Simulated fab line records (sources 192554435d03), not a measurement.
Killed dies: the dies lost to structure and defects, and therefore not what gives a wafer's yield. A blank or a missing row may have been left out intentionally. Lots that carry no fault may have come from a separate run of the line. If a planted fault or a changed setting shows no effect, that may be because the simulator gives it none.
Matching of chambers    flow n5Finfet    N5_BEOL_M5_DEP_56 on pecvd-03 has 3 sister chambers
The step deposits SiCN from 3MS/NH3, target thk 8 nm, time 14 s. 3 wafers are shown with their chamber, then 8 later ones without.

WAFERS PAIRED WITH THEIR CHAMBERS
wafer   chamber  throttleValvePct (%)
L083.2  2        8.4
L083.3  1        9.5
L083.4  0        9.2

WAFERS MISSING THEIR CHAMBER
wafer   throttleValvePct (%)
L083.5  8.4
L083.6  9.4
L091.1  8.2
L091.2  9.4
L091.3  9.6
L096.3  8.3
L096.4  9.2
L096.6  9.4

EACH ONE'S CHAMBER
wafer   from the rows above      in truth
L083.5  2                        2
L083.6  can't be placed: 1 or 0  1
L091.1  2                        2
L091.2  can't be placed: 1 or 0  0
L091.3  1                        1
L096.3  2                        2
L096.4  0                        0
L096.6  can't be placed: 1 or 0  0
Correctly placed: 5 of 8. From these rows, 3 cannot be placed; in 3 the true chamber is one of the candidates. 0 placed wrongly.
How it was worked out, from the rows above alone: a wafer's distance from a chamber is the root of the sum, over the readings, of the square of ((its reading less the chamber's mean) divided by the reading's scatter). The wafer belongs to the nearest chamber; if the next one is less than 2 further off, it can't be placed. A chamber's mean is the mean of its shown wafers. The scatter: with one shown wafer a chamber, the root of the mean of the squares of how far each hidden wafer lies from its nearest shown one.
